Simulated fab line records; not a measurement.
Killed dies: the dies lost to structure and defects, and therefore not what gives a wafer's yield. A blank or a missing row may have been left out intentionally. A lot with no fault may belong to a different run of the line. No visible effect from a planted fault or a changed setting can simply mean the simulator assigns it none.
Split-lot trial / flow n5 finfet / on a route of 1938 steps: 7 lots, 39 wafers read

THE SPLIT ITSELF
At N5_DUMMY_GATE_EXPOSE_12 (exposes mask GATE, target cd 25 nm), the setting dose mj was moved away from the recipe's 34 on 12 of the 39 wafers read, by -7.4% to +7.9%. For the rest of the wafers, this setting stayed at what the recipe calls for.

FROM THE SPLIT TO THE READING: what the file shows between them, 2 steps
- N5_DUMMY_GATE_PEB_13: peb time 60 s
- N5_DUMMY_GATE_DEVELOP_14: develop time 30 s

THE READING
At N5_DUMMY_GATE_CD_MEAS_15: cd nm in nanometres, against a target cd of 25.8 nm. On this fab line, fault-free wafers typically give 24.95 nm with a standard deviation of 0.25 nm.

wafer=L074.1; tool, chamber at the split=euv scanner-02, 0; dose mj as run=33.17; against the recipe=-2.4%; cd nm, nm=25.61; against lot-mates on the recipe=+0.50
wafer=L074.2; tool, chamber at the split=euv scanner-02, 0; dose mj as run=34; against the recipe=recipe; cd nm, nm=25.13; against lot-mates on the recipe=-
wafer=L074.3; tool, chamber at the split=euv scanner-02, 0; dose mj as run=34; against the recipe=recipe; cd nm, nm=25.02; against lot-mates on the recipe=-
wafer=L074.4; tool, chamber at the split=euv scanner-02, 0; dose mj as run=33.17; against the recipe=-2.4%; cd nm, nm=25.36; against lot-mates on the recipe=+0.25
wafer=L074.5; tool, chamber at the split=euv scanner-02, 0; dose mj as run=34; against the recipe=recipe; cd nm, nm=25.17; against lot-mates on the recipe=-
wafer=L074.6; tool, chamber at the split=euv scanner-02, 0; dose mj as run=33.17; against the recipe=-2.4%; cd nm, nm=25.28; against lot-mates on the recipe=+0.17
wafer=L075.2; tool, chamber at the split=euv scanner-01, 0; dose mj as run=34; against the recipe=recipe; cd nm, nm=24.63; against lot-mates on the recipe=-
wafer=L075.5; tool, chamber at the split=euv scanner-01, 0; dose mj as run=34; against the recipe=recipe; cd nm, nm=25.68; against lot-mates on the recipe=-
wafer=L075.6; tool, chamber at the split=euv scanner-01, 0; dose mj as run=34; against the recipe=recipe; cd nm, nm=24.57; against lot-mates on the recipe=-
wafer=L085.1; tool, chamber at the split=euv scanner-02, 0; dose mj as run=34; against the recipe=recipe; cd nm, nm=25.11; against lot-mates on the recipe=-
wafer=L085.2; tool, chamber at the split=euv scanner-02, 0; dose mj as run=34; against the recipe=recipe; cd nm, nm=25.28; against lot-mates on the recipe=-
wafer=L085.3; tool, chamber at the split=euv scanner-02, 0; dose mj as run=36.7; against the recipe=+7.9%; cd nm, nm=23.70; against lot-mates on the recipe=-1.38
wafer=L085.4; tool, chamber at the split=euv scanner-02, 0; dose mj as run=36.7; against the recipe=+7.9%; cd nm, nm=23.26; against lot-mates on the recipe=-1.82
wafer=L085.5; tool, chamber at the split=euv scanner-02, 0; dose mj as run=36.7; against the recipe=+7.9%; cd nm, nm=23.36; against lot-mates on the recipe=-1.72
wafer=L085.6; tool, chamber at the split=euv scanner-02, 0; dose mj as run=34; against the recipe=recipe; cd nm, nm=24.84; against lot-mates on the recipe=-
wafer=L086.1; tool, chamber at the split=euv scanner-02, 0; dose mj as run=34; against the recipe=recipe; cd nm, nm=24.55; against lot-mates on the recipe=-
wafer=L086.2; tool, chamber at the split=euv scanner-02, 0; dose mj as run=34; against the recipe=recipe; cd nm, nm=24.88; against lot-mates on the recipe=-
wafer=L086.3; tool, chamber at the split=euv scanner-02, 0; dose mj as run=35.69; against the recipe=+5.0%; cd nm, nm=23.80; against lot-mates on the recipe=-1.07
wafer=L086.4; tool, chamber at the split=euv scanner-02, 0; dose mj as run=35.69; against the recipe=+5.0%; cd nm, nm=23.87; against lot-mates on the recipe=-1.00
wafer=L086.5; tool, chamber at the split=euv scanner-02, 0; dose mj as run=35.69; against the recipe=+5.0%; cd nm, nm=24.06; against lot-mates on the recipe=-0.81
wafer=L086.6; tool, chamber at the split=euv scanner-02, 0; dose mj as run=34; against the recipe=recipe; cd nm, nm=25.17; against lot-mates on the recipe=-
wafer=L088.1; tool, chamber at the split=euv scanner-02, 0; dose mj as run=31.49; against the recipe=-7.4%; cd nm, nm=26.67; against lot-mates on the recipe=+1.65
wafer=L088.2; tool, chamber at the split=euv scanner-02, 0; dose mj as run=31.49; against the recipe=-7.4%; cd nm, nm=26.53; against lot-mates on the recipe=+1.51
wafer=L088.3; tool, chamber at the split=euv scanner-02, 0; dose mj as run=34; against the recipe=recipe; cd nm, nm=25.24; against lot-mates on the recipe=-
wafer=L088.4; tool, chamber at the split=euv scanner-02, 0; dose mj as run=34; against the recipe=recipe; cd nm, nm=24.79; against lot-mates on the recipe=-
wafer=L088.5; tool, chamber at the split=euv scanner-02, 0; dose mj as run=31.49; against the recipe=-7.4%; cd nm, nm=26.53; against lot-mates on the recipe=+1.51
wafer=L088.6; tool, chamber at the split=euv scanner-02, 0; dose mj as run=34; against the recipe=recipe; cd nm, nm=25.04; against lot-mates on the recipe=-
wafer=L096.1; tool, chamber at the split=euv scanner-02, 0; dose mj as run=34; against the recipe=recipe; cd nm, nm=24.75; against lot-mates on the recipe=-
wafer=L096.2; tool, chamber at the split=euv scanner-02, 0; dose mj as run=34; against the recipe=recipe; cd nm, nm=24.80; against lot-mates on the recipe=-
wafer=L096.3; tool, chamber at the split=euv scanner-02, 0; dose mj as run=34; against the recipe=recipe; cd nm, nm=25.32; against lot-mates on the recipe=-
wafer=L096.4; tool, chamber at the split=euv scanner-02, 0; dose mj as run=34; against the recipe=recipe; cd nm, nm=24.98; against lot-mates on the recipe=-
wafer=L096.5; tool, chamber at the split=euv scanner-02, 0; dose mj as run=34; against the recipe=recipe; cd nm, nm=24.59; against lot-mates on the recipe=-
wafer=L096.6; tool, chamber at the split=euv scanner-02, 0; dose mj as run=34; against the recipe=recipe; cd nm, nm=24.74; against lot-mates on the recipe=-
wafer=L097.1; tool, chamber at the split=euv scanner-01, 0; dose mj as run=34; against the recipe=recipe; cd nm, nm=24.79; against lot-mates on the recipe=-
wafer=L097.2; tool, chamber at the split=euv scanner-01, 0; dose mj as run=34; against the recipe=recipe; cd nm, nm=25.05; against lot-mates on the recipe=-
wafer=L097.3; tool, chamber at the split=euv scanner-01, 0; dose mj as run=34; against the recipe=recipe; cd nm, nm=24.63; against lot-mates on the recipe=-
wafer=L097.4; tool, chamber at the split=euv scanner-01, 0; dose mj as run=34; against the recipe=recipe; cd nm, nm=24.34; against lot-mates on the recipe=-
wafer=L097.5; tool, chamber at the split=euv scanner-01, 0; dose mj as run=34; against the recipe=recipe; cd nm, nm=24.59; against lot-mates on the recipe=-
wafer=L097.6; tool, chamber at the split=euv scanner-01, 0; dose mj as run=34; against the recipe=recipe; cd nm, nm=24.90; against lot-mates on the recipe=-

THE FIT
A straight line over all 39 wafers: cd nm changes by -0.204 nm for each +1% of dose mj; r = -0.94; the points scatter about the line by 0.27 nm.
The same after taking each lot's own level away (the mean of its wafers on the recipe; 39 wafers): -0.202 nm for each +1%; r = -0.95; scatter 0.24 nm.
The reading moves by 1.6 nm for the largest change in dose mj, on that fit.
Across the lots, their own levels run from 24.717 to 25.107 nm, a range of 1.6 times the standard deviation given above.
Hence the lot-to-lot level has little effect on the slope; both slopes agree.
Check: for one of the wafers moved furthest among these (+7.9%), held out of the fit, the line's prediction against its lot-mates is -1.66 nm. It came out at -1.38 nm against them.

OTHER SPLITS APPLIED TO THESE WAFERS
These wafers also went through other splits before the reading. Each is held against what the fit with the lots' levels taken away leaves over:
other split on the same wafers=N5_WELL_APT_IMPLANT_15 energy kev; wafers away from the commonest value=15; r with cd nm (lot level and that fit taken away)=+0.01

THE FILE'S OWN FIT
cd nm changes by -0.202 nm for each +1% of dose mj, r = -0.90.
